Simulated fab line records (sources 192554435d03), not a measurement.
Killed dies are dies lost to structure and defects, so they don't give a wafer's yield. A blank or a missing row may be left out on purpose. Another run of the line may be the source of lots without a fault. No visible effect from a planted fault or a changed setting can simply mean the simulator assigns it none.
What tool caused it?    flow n5_finfet    12 lots, 34 wafers sampled, at 3 steps of a route of 1938

WHAT THE GAUGES READ, wafer by wafer
N5_BEOL_M11_RS_MEAS_57: measurement is done with a four-point probe. Usual: M11_RS 0.152 ohm/sq, standard deviation 0.0033.
lot   measured      on             M11_RS (ohm/sq)    flag
L186  day 10 16:02  film_metro-02  0.146 0.155 0.150  
L189  day 11 10:35  film_metro-02  0.154 0.150 0.148  
L188  day 11 12:40  film_metro-01  0.152 0.158 0.153  
L192  day 12 11:20  film_metro-01  0.157 0.151 0.155  
L194  day 12 21:36  film_metro-01  0.145 0.160 0.155  
L195  day 13 13:40  film_metro-02  0.154 0.153 0.154  
L200  day 14 10:49  film_metro-02  0.151 0.154 0.149  
L198  day 14 13:43  film_metro-01  0.154 0.151 0.152  
L202  day 14 18:32  film_metro-01  0.155 0.158 0.148  
L204  day 14 19:35  film_metro-01  0.154 0.154        
L203  day 15 05:41  film_metro-02  0.151 0.149 0.147  
L205  day 15 13:18  film_metro-01  0.149 0.148        

WHICH TOOL RAN EACH LOT (tool, then ch and the chambers of the sampled wafers, then the start)
lot   N5_BEOL_M11_DEGAS_44          N5_BEOL_M11_PRE_CLEAN_45
L186  pvd_sputter-01, day 10 14:08  pvd_sputter-01, day 10 14:11
L189  pvd_sputter-03, day 11 08:13  pvd_sputter-03, day 11 08:15
L188  pvd_sputter-03, day 11 10:57  pvd_sputter-03, day 11 10:59
L192  pvd_sputter-01, day 12 09:12  pvd_sputter-01, day 12 09:14
L194  pvd_sputter-02, day 12 19:43  pvd_sputter-02, day 12 19:45
L195  pvd_sputter-02, day 13 11:50  pvd_sputter-02, day 13 11:53
L200  pvd_sputter-01, day 14 08:22  pvd_sputter-01, day 14 08:25
L198  pvd_sputter-03, day 14 12:07  pvd_sputter-03, day 14 12:10
L202  pvd_sputter-01, day 14 16:56  pvd_sputter-01, day 14 16:58
L204  pvd_sputter-01, day 14 17:37  pvd_sputter-01, day 14 17:39
L203  pvd_sputter-03, day 15 03:16  pvd_sputter-03, day 15 03:19
L205  pvd_sputter-03, day 15 11:29  pvd_sputter-03, day 15 11:32
- N5_BEOL_M11_DEGAS_44: time 60 s.
- N5_BEOL_M11_PRE_CLEAN_45: time 30 s.

AS READ BY THE TOOLS THEMSELVES (means over the sampled wafers that have a number; for cases with no such wafer, the mark the record gives instead)
N5_BEOL_M11_DEGAS_44. Usual: heater_power_w 318 W, standard deviation 28.
lot   tool            heater_power_w (W)  flag
L186  pvd_sputter-01  347                 
L189  pvd_sputter-03  293                 
L188  pvd_sputter-03  302                 
L192  pvd_sputter-01  345                 
L194  pvd_sputter-02  310                 
L195  pvd_sputter-02  329                 
L200  pvd_sputter-01  351                 
L198  pvd_sputter-03  284                 
L202  pvd_sputter-01  352                 
L204  pvd_sputter-01  350                 
L203  pvd_sputter-03  299                 
L205  pvd_sputter-03  290                 

N5_BEOL_M11_PRE_CLEAN_45. Usual: heater_power_w 317 W, standard deviation 28.
lot   tool            heater_power_w (W)  flag
L186  pvd_sputter-01  347                 
L189  pvd_sputter-03  295                 
L188  pvd_sputter-03  302                 
L192  pvd_sputter-01  349                 
L194  pvd_sputter-02  309                 
L195  pvd_sputter-02  323                 
L200  pvd_sputter-01  345                 
L198  pvd_sputter-03  281                 
L202  pvd_sputter-01  353                 
L204  pvd_sputter-01  344                 
L203  pvd_sputter-03  298                 
L205  pvd_sputter-03  286                 

THE ANSWER, worked out from the rows above alone
Rule: take the mean of a lot's wafers that have a number; if it is more than 3 standard deviations from the usual mean, the lot is off. Also off: a lot with no number at a reading for which 4 or more lots have one. All remaining lots with rows at the step are treated as sound. First the gauges in route order, then the tools' own readings, where a lot's mean is used as printed above. The first step at which some lot is off is used, and at that step the reading that is off furthest; a lot without a number counts as furthest.
None of the lots is off at any reading shown; this tells nothing.

WHAT THE SIMULATOR HAD PUT IN
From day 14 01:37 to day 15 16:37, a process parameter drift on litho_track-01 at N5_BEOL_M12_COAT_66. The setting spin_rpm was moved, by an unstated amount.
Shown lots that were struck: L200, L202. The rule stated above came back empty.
